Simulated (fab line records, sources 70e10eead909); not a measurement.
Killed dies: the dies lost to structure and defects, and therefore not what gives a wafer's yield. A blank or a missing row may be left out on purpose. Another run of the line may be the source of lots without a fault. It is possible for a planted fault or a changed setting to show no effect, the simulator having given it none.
fab line records    flow nand_harc
record: lots: 6  wafers: 18  last_day: 33
route steps=1302 shown A_CONTACT@1061 END@1302
lots with no fault: from the same line, run without faults
start_h: hours from the record's first day to the start of the lot's first wafer shown    wait_h: hours elapsed since this lot's preceding step    " the same as in the row above    L1.1+2: a row that stands for several wafers    - value missing, or start not given    * or withheld: withheld    < > ~ a bound
route shown NAME@n: names a module that has steps shown in the file, with the first one's number in the route    usual: the fault-free wafers' mean and standard deviation    same: alike in all rows    chamber/n: place in a boat    sites: each site's reading    _std_site: how widely they spread, as a standard deviation    _edge_site: inner sites' mean taken away from outer sites' mean    radius_mm: for every site, how far away it sits from the centre of the wafer    mask NAME#n: copy n    behind: tool/chamber where the wafer was last shaped    hold: why the lot went on hold/how many hours it stayed there/how the hold came to an end    device: names the non-switching transistor (n, p or np)    end of line: tests of these same wafers at the route's end    a step with no rows: only its recipe    killed: dies that structure and defects cost at the first sort, which is not the same as the wafer's yield    map: dies across one wafer; x = killed, . = not, _ = none there
set.NAME: the setting as run; set.NAME@STEP: as run at that earlier step    model.NAME: the simulator's own value behind a step, which no gauge read
lots seen at some steps along the route; tables by step, rows by wafer
services: the hour from which a tool's chamber was out of use, counted from the record's first day as start_h (under 0 if before that day), plus the number of hours and why
== steps ==
step: NHARC_A_CONTACT_STRIP_104
recipe: cf4_flow_sccm: 100  chf3_flow_sccm: 30  ar_flow_sccm: 0  bias_w: 0  chemistry: CF4/CHF3
step: NHARC_A_CONTACT_STRIP_105
recipe: o2_flow_sccm: 400  cos_flow_sccm: 20  ar_flow_sccm: 0  bias_w: 0  chemistry: O2/COS
step: NHARC_A_CONTACT_ETCH_106
recipe: target_depth_a: 900  overetch_a: 90  time_s: 49.5  ion_energy_ev: 100  cf4_flow_sccm: 80  o2_flow_sccm: 20  ar_flow_sccm: 0  rf_w: 300  bias_w: 100  chemistry: CF4/O2
usual: chamber_pressure_mTorr: 30.000/0.029  drypump_motor_current_A: 5.9/0.4  oes_o_777_au: 1.001/0.0049  oes_product_au: 0.999/0.011  rf_vpp_V: 197.4/1.3  showerhead_plenum_p_Torr: 1.31/0.051  throttle_valve_pct: 13.396/0.0092
lot.wafer  tool         chamber  start_h  wait_h  chamber_pressure_mTorr  drypump_motor_current_A  oes_o_777_au  oes_product_au  rf_hours_counter_h  rf_vpp_V  showerhead_plenum_p_Torr  throttle_valve_pct
L540.4     rie_diel-08  1        525.48   0.1     30.011                  6.0                      0.996         1.002           23                  196.6     1.30                      13.402
L540.2     "            3        "        "       30.021                  5.7                      0.996         0.998           22                  197.5     1.36                      13.388
L540.5     "            1        "        "       30.025                  6.0                      0.997         1.018           -                   196.2     1.30                      13.383
L542.1     rie_diel-13  3        571.74   0.1     30.039                  5.4                      1.005         1.016           11                  199.9     1.44                      13.390
L542.2     "            0        "        "       30.035                  6.0                      1.003         1.020           12                  196.3     1.28                      13.405
L542.5     "            1        "        "       30.034                  5.9                      0.999         0.998           -                   198.4     1.35                      13.399
L550.3     rie_diel-08  0        625.49   0.1     29.976                  6.3                      0.999         0.993           11                  195.9     1.30                      13.395
L550.1     "            1        "        "       29.986                  6.0                      0.997         0.994           9                   198.2     1.30                      13.389
L550.6     "            0        "        "       29.968                  6.3                      1.004         0.987           -                   196.2     1.30                      13.396
L549.4     rie_diel-08  0        634.22   0.0     30.049                  6.3                      0.999         0.986           13                  196.6     1.30                      13.402
L549.1     "            3        "        "       29.965                  5.7                      1.003         0.994           13                  197.5     1.35                      13.389
L549.6     "            0        "        "       29.985                  6.3                      0.998         0.982           -                   199.1     1.30                      13.390
L551.4     rie_diel-08  0        647.17   0.1     30.026                  6.3                      1.000         0.980           14                  198.2     1.30                      13.399
L551.3     "            1        "        "       29.986                  6.0                      0.997         0.989           13                  198.4     1.30                      13.411
L551.5     "            0        "        "       29.983                  6.3                      0.995         0.986           -                   196.8     1.30                      13.381
L560.3     rie_diel-08  3        738.25   0.1     29.985                  5.7                      0.992         1.000           2                   198.5     1.35                      13.373
L560.4     "            2        "        "       29.947                  6.1                      0.998         0.997           2                   193.4     1.25                      13.395
L560.6     "            3        "        "       30.039                  5.7                      0.998         1.004           -                   198.1     1.35                      13.388
step: NHARC_A_CONTACT_STRIP_82
recipe: o2_flow_sccm: 500  ar_flow_sccm: 0  bias_w: 0  chemistry: O2
usual: chamber_pressure_mTorr: 59.99/0.057  drypump_motor_current_A: 5.9/0.38  oes_product_au: 1.000/0.011  rf_vpp_V: 57.6/0.9  showerhead_plenum_p_Torr: 3.47/0.13  throttle_valve_pct: 17.036/0.0083
lot.wafer  tool         chamber  start_h  wait_h  chamber_pressure_mTorr  drypump_motor_current_A  oes_product_au  rf_hours_counter_h  rf_vpp_V  showerhead_plenum_p_Torr  throttle_valve_pct
L540.2     rie_diel-08  2        -        -       60.06                   6.1                      1.009           21                  58.5      3.32                      17.054
L540.4     "            0        "        "       60.01                   6.3                      1.012           25                  58.3      3.45                      17.039
L540.5     "            2        "        "       60.03                   6.1                      1.002           -                   57.9      3.32                      17.026
L542.2     rie_diel-13  0        -        -       59.99                   6.0                      1.008           12                  59.7      3.39                      17.031
L542.1     "            1        "        "       59.97                   5.9                      0.989           12                  56.0      3.57                      17.036
L542.5     "            2        "        "       60.03                   5.3                      0.984           -                   56.7      3.34                      17.030
L550.3     rie_diel-08  2        -        -       60.05                   6.2                      1.008           12                  56.3      3.31                      17.036
L550.1     "            3        "        "       60.09                   5.7                      0.994           11                  58.8      3.57                      17.035
L550.6     "            2        "        "       59.98                   6.2                      1.012           -                   57.1      3.31                      17.019
L549.4     rie_diel-08  3        -        -       59.91                   5.7                      0.997           13                  58.0      3.57                      17.023
L549.1     "            1        "        "       59.93                   6.0                      0.992           11                  57.8      3.44                      17.036
L549.6     "            0        "        "       60.03                   6.3                      0.992           -                   56.7      3.44                      17.040
L551.4     rie_diel-08  1        -        -       59.99                   6.1                      0.975           13                  57.2      3.44                      17.029
L551.3     "            0        "        "       60.01                   6.3                      0.988           14                  57.6      3.44                      17.049
L551.5     "            1        "        "       59.97                   6.0                      0.995           -                   58.8      3.44                      17.026
L560.3     rie_diel-08  1        -        -       59.85                   6.0                      1.015           2                   57.3      3.43                      17.039
L560.4     "            2        "        "       59.96                   6.1                      0.992           2                   58.1      3.30                      17.025
L560.6     "            3        "        "       60.06                   5.7                      1.007           -                   57.4      3.56                      17.030
step: NHARC_A_CONTACT_STRIP_83
recipe: time_s: 600  temp_c: 30  chemistry: post_etch_residue_remover
step: NHARC_A_CONTACT_DEP_84
recipe: target_thk_a: 28000  temp_c: 400  material: aC
usual: susceptor_temp_C: 400.05/0.21  throttle_valve_pct: 35.000/0.0093
lot.wafer  tool        chamber  start_h  wait_h  susceptor_temp_C  throttle_valve_pct
L540.2     acl_dep-02  0        526.43   -       400.08            35.010
L540.4     "           0        "        "       400.04            34.995
L540.5     "           0        "        "       400.03            35.002
L542.1     acl_dep-01  0        574.31   -       400.12            34.985
L542.2     "           0        "        "       400.49            34.999
L542.5     "           0        "        "       400.39            35.001
L550.1     acl_dep-01  0        626.43   -       400.12            34.998
L550.3     "           0        "        "       399.85            34.988
L550.6     "           0        "        "       400.18            34.991
L549.1     acl_dep-02  0        634.88   -       399.95            35.013
L549.4     "           0        "        "       399.85            34.993
L549.6     "           0        "        "       400.27            34.995
L551.3     acl_dep-03  0        648.40   -       400.29            34.995
L551.4     "           0        "        "       400.19            35.001
L551.5     "           0        "        "       399.83            35.002
L560.3     acl_dep-01  0        739.50   -       -                 34.977
L560.4     "           0        "        "       -                 35.009
L560.6     "           0        "        "       -                 35.003
step: NHARC_A_CONTACT_DEP_85
recipe: target_thk_a: 600  target_thk_nm: 60  temp_c: 400  pressure_torr: 3.5  flow_sccm: 200  rf_w: 350  material: SiON
usual: heater_power_w: 727/110  susceptor_temp_C: 399.97/0.2
lot.wafer  tool      chamber  start_h  wait_h  heater_power_w  susceptor_temp_C
L540.2     pecvd-02  2        527.95   1.2     818             399.57
L540.4     "         0        "        "       599             399.95
L540.5     "         2        "        "       786             399.96
L542.1     pecvd-03  2        576.05   1.5     731             400.05
L542.2     "         1        "        "       636             399.68
L542.5     "         1        "        "       638             400.26
L550.1     pecvd-01  0        628.20   1.5     774             400.03
L550.3     "         1        "        "       742             399.95
L550.6     "         1        "        "       712             400.03
L549.1     pecvd-03  2        636.65   1.5     782             400.31
L549.4     "         1        "        "       600             399.92
L549.6     "         0        "        "       761             400.14
L551.3     pecvd-01  1        649.61   0.9     641             400.19
L551.4     "         1        "        "       651             400.13
L551.5     "         2        "        "       728             399.78
L560.3     pecvd-01  1        740.72   0.9     833             400.02
L560.6     "         2        "        "       840             400.39
L560.4     "         0        "        "       643             399.81
step: NHARC_A_CONTACT_DEHYDRATE_00
recipe: temp_c: 150  time_s: 120
step: NHARC_A_CONTACT_HMDS_01
recipe: time_s: 30
step: NHARC_A_CONTACT_COAT_86
recipe: temp_c: 260  time_s: 75
step: NHARC_A_CONTACT_COAT_87
recipe: temp_c: 225  time_s: 65
step: NHARC_A_CONTACT_COAT_02
recipe: spin_rpm: 1500  resist_thk_nm: 90
step: NHARC_A_CONTACT_SOFTBAKE_03
recipe: temp_c: 105  time_s: 55
usual: heater_power_total_W: 188.44/0.13
lot.wafer  tool            chamber  start_h  wait_h  heater_power_total_W
L540.2     litho_track-01  0        528      -       188.30
L540.4     "               0        "        "       188.48
L540.5     "               0        "        "       188.35
L542.1     litho_track-04  0        576      -       188.53
L542.2     "               0        "        "       188.34
L542.5     "               0        "        "       188.51
L550.1     litho_track-01  0        628      -       190.17
L550.3     "               0        "        "       190.09
L550.6     "               0        "        "       189.95
L549.1     litho_track-04  0        636      -       188.69
L549.4     "               0        "        "       188.38
L549.6     "               0        "        "       188.55
L551.3     litho_track-01  0        649      -       189.91
L551.4     "               0        "        "       189.97
L551.5     "               0        "        "       189.94
L560.3     litho_track-06  0        740      -       188.45
L560.4     "               0        "        "       188.48
L560.6     "               0        "        "       188.43
step: NHARC_A_CONTACT_EBR_04
step: NHARC_END_SORT_01
recipe: temp_c: 25
usual: killed_at_array: 46/16  killed_at_other: 0.9/1.3  killed_at_periphery: 4.1/3  killed_dies: 51/17  killed_open: 3.5/1.8  killed_short: 2.5/1.8
same: gross_dies: 677
lot.wafer  tool       chamber  start_h  wait_h  killed_at_array  killed_at_other  killed_at_periphery  killed_dies  killed_open  killed_short
L540.2     prober-01  0        580.82   2.8     42               1                4                    47           3            8
L540.4     prober-01  0        582.42   3.4     42               1                5                    48           3            1
L540.5     prober-01  0        583.23   3.7     42               2                4                    48           2            1
L542.1     prober-02  0        625.73   2.5     44               2                0                    46           3            1
L542.2     prober-02  0        626.54   2.8     69               2                5                    76           3            1
L542.5     prober-02  0        628.94   3.7     71               3                1                    75           5            1
L551.3     prober-02  0        707.28   3.1     49               0                2                    51           3            3
L551.4     prober-02  0        708.09   3.4     37               1                2                    40           2            3
L551.5     prober-02  0        708.91   3.7     34               1                1                    36           2            2
killed by level:class
L540.2 A_SLIT:chamber_film_flake=15 A_CHANNEL_HOLE_D2:chamber_film_flake=7 A_CONTACT:chamber_film_flake=4 A_WL_FILL:geometric_particle:short=3 A_WL_FILL:geometric_particle:open=2 P_CONTACT:chamber_film_flake=2 A_ZERO_WELL:chamber_film_flake=2 P_STI:geometric_particle:short=1
L540.4 A_SLIT:chamber_film_flake=24 A_CHANNEL_HOLE_D2:chamber_film_flake=8 A_STAIRCASE:chamber_film_flake=3 A_WL_FILL:chamber_film_flake=3 A_M0:geometric_particle:open=2 P_ZERO_WELL:chamber_film_flake=2 P_CONTACT:geometric_particle:short=1 P_M0:geometric_particle:open=1
L540.5 A_SLIT:chamber_film_flake=22 A_CHANNEL_HOLE_D2:chamber_film_flake=9 A_CONTACT:chamber_film_flake=5 P_CONTACT:chamber_film_flake=3 A_CHANNEL_HOLE_D1:chamber_film_flake=2 THIN_TSV:chamber_film_flake=2 P_CONTACT:geometric_particle:open=1 A_ONON_D1:geometric_particle:short=1
L542.1 A_CHANNEL_HOLE_D1:chamber_film_flake=14 A_CHANNEL_HOLE_D2:chamber_film_flake=9 A_CONTACT:chamber_film_flake=8 A_STAIRCASE:chamber_film_flake=6 A_DECK1_JOINT:geometric_particle:open=2 A_WL_FILL:chamber_film_flake=2 A_CHANNEL_HOLE_D1:geometric_particle:open=1 STARTING-WAFER:geometric_particle:short=1
L542.2 A_CHANNEL_HOLE_D1:chamber_film_flake=31 A_CHANNEL_HOLE_D2:chamber_film_flake=20 A_STAIRCASE:chamber_film_flake=6 A_CONTACT:chamber_film_flake=6 P_M0:chamber_film_flake=2 A_SLIT:chamber_film_flake=2 A_WL_FILL:chamber_film_flake=2 HYBRID_BOND:latent=2
L542.5 A_CHANNEL_HOLE_D1:chamber_film_flake=32 A_CHANNEL_HOLE_D2:chamber_film_flake=21 A_WL_FILL:chamber_film_flake=5 A_CONTACT:chamber_film_flake=5 A_STAIRCASE:chamber_film_flake=3 THIN_TSV:chamber_film_flake=3 P_M1:geometric_particle:open=1 A_ONON_D1:geometric_particle:short=1
L551.3 A_SLIT:chamber_film_flake=29 A_CHANNEL_HOLE_D1:chamber_film_flake=8 A_CONTACT:chamber_film_flake=3 A_WL_FILL:chamber_film_flake=2 P_M0:geometric_particle:open=1 A_CHANNEL_HOLE_D1:geometric_particle:open=1 A_ONON_D2:geometric_particle:short=1 A_CHANNEL_HOLE_D2:geometric_particle:short=1
L551.4 A_SLIT:chamber_film_flake=18 A_CHANNEL_HOLE_D1:chamber_film_flake=8 A_CONTACT:chamber_film_flake=5 A_SGD_CUT:geometric_particle:open=2 P_M1:geometric_particle:short=1 A_DECK1_JOINT:geometric_particle:short=1 A_CHANNEL_HOLE_D2:geometric_particle:short=1 P_GATE:chamber_film_flake=1
L551.5 A_SLIT:chamber_film_flake=18 A_CHANNEL_HOLE_D1:chamber_film_flake=5 A_CONTACT:chamber_film_flake=3 A_ONON_D1:geometric_particle:short=1 A_CHANNEL_FILL_D2:geometric_particle:open=1 A_CHANNEL_FILL_D2:geometric_particle:short=1 A_M0:geometric_particle:open=1 P_BONDPAD:chamber_film_flake=1
== services ==
tool            chamber  start_h  hours  kind
litho_track-01  -        505.00   7.0    pm
rie_diel-13     -        521.23   9.0    pm
litho_track-06  -        529.00   7.0    pm
rie_diel-08     -        544.80   9.0    pm
pecvd-03        -        547.59   13.0   pm
litho_track-04  -        553.00   7.0    pm
acl_dep-01      -        558.83   13.0   pm
rie_diel-08     1        569.57   13.0   repair
rie_diel-13     0        585.30   4.4    repair
pecvd-02        -        589.14   13.0   pm
acl_dep-02      -        608.32   13.0   pm
pecvd-02        1        656.52   32.0   repair
acl_dep-02      -        660.06   5.6    repair
pecvd-03        -        665.23   0.6    repair
pecvd-01        -        673.33   13.0   pm
litho_track-01  -        680.00   7.0    pm
rie_diel-08     3        681.75   2.5    repair
rie_diel-13     -        698.23   9.0    pm
rie_diel-13     3        717.44   7.6    repair
pecvd-03        -        717.71   3.2    repair
rie_diel-08     -        721.96   9.0    pm
litho_track-04  -        728.00   7.0    pm
pecvd-03        -        728.59   13.0   pm
acl_dep-01      -        740.64   13.0   pm
== key ==
first_sign: step: NHARC_A_CONTACT_SOFTBAKE_03  reading: heater_power_total_W  direction: up  sigmas: 12  usual: *  struck: *
effect none on later readings
met_at NHARC_A_CONTACT_SOFTBAKE_03
struck_wafers L550.1,L550.3,L550.6,L551.3,L551.4,L551.5
tester_left_out L550,L551
onset_between 528 628
fault: kind: process_parameter_drift  tool: litho_track-01  chamber: -  onset_h: 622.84  steps: NHARC_A_CONTACT_SOFTBAKE_03  channel: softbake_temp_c  offset: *  shape: step  end_h: 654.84  acts_in: *  stated: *
tester_left_out: of these lots the tester's yield and bins aren't shown, on N5 and GAA mostly nor the transistor test; their killed dies are dies lost to structure and defects alone, not to doping, threshold or leakage, so they don't give the yield
